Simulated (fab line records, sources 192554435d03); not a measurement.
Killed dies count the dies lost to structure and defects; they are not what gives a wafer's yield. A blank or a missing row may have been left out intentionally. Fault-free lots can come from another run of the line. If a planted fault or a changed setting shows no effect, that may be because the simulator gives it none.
Code-filled problem report in 8D (eight disciplines) form | flow n5 finfet | the parts of the form that need people (team, actions taken, sign-off) are left out

1. THE ISSUE
Wafers without a fault read 55.5 nm, standard deviation 0.67; trench depth nm at N5_BEOL_M2_OCD_MEAS_38 reads a mean of 73.7 nm on 6 wafers belonging to 2 lots. That is +27 standard deviations from the usual mean.
First observed at day 12 23:02: wafer L245.3, on ocd-01. Wafers with a number at this step in the record: 24, from 8 lots. Rule for "out" (also "out of limits"): further than 4 standard deviations from the usual mean. Any other wafer with a number is counted as sound.

2. WHAT IT IS, AND WHAT IT ISN'T
question                    | is                     | is not
which readings at this step | trench depth nm        | -
which lots                  | L245, L246             | L231, L236, L238, L242, L248, L249
which wafers of those lots  | all that have a number | -
read on which gauges        | ocd-01                 | ocd-02
when                        | from day 12 23:02      | up to then (9 sound wafers); but 9 sound wafers of L231, L248, L249 came after

3. THE SUSPECTS, EACH WITH WHAT RULES IT OUT
Counting: a tool at any process step up to the reading remains a suspect when it ran all the lots that are out and ran no sound lot after the first of those.
- the gauge at N5_BEOL_M2_OCD_MEAS_38 is ruled out. All the wafers that are out were read on ocd-01, but those of them that N5_BEOL_M2_THK_MEAS_53 has rows for are out there too, on other tools.
- rie diel-05 at N5_BEOL_M2_TRENCH_ETCH_37 (etches SiOC in C4F6/O2, target depth 55.555 nm, time 29.2 s): kept. Every lot that is out went through it, starting with L245 (day 12 22:53), and after that it ran no sound lot; the last sound lot it ran before then is L238 (day 11 05:51).
Remaining after the count: rie diel-05 at N5_BEOL_M2_TRENCH_ETCH_37.

4. THE CAUSE (what the simulator had put in)
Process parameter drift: rie diel-05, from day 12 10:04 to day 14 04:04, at N5_BEOL_M2_TRENCH_ETCH_37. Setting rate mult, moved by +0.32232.
The count eliminated every tool but this one.

5. THE EFFECT CHAIN, in route order
Each row: a reading where the mean over the struck wafers with a number is more than 3 standard deviations away from the usual. Only readings whose record carries a usual standard deviation are examined. hours: median over the lots of the time between each lot's start at the first step of this table that gives one and its start at this step. sigmas: the change, counted in usual standard deviations.
hours | step                   | reading          | usual        | on struck wafers | change | sigmas
0     | N5_BEOL_M2_OCD_MEAS_38 | trench depth nm  | 55.5 nm      | 73.7             | +18.2  | +27
4     | N5_BEOL_M2_THK_MEAS_53 | M2_THK           | 40.3 nm      | 59.2             | +18.9  | +15
4     | N5_BEOL_M2_RS_MEAS_58  | M2_RS            | 0.672 ohm/sq | 0.417            | -0.255 | -9.8
52    | N5_BEOL_M4_RC_MEAS_101 | SERP_M2          | 197 ohm/um   | 122              | -75    | -6.2
52    | N5_BEOL_M4_RC_MEAS_101 | SERP_M2_max_site | 209 ohm/um   | 132              | -77    | -5.1

6. HOW IT WOULD HAVE BEEN CAUGHT EARLIER
In this record the first reading out of limits at a measuring or inspecting step was taken at day 12 23:02, 13 hours after the fault began at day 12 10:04.
Tool readings at N5_BEOL_M2_TRENCH_ETCH_37 with a usual standard deviation given in the record: none out on any struck wafer, hence no alarm at a limit of 4 standard deviations on them.
Among the 2 lots that are out, L246 began N5_BEOL_M2_TRENCH_ETCH_37 on rie diel-05 after day 12 23:02. Holding the tool at that time would have saved it.
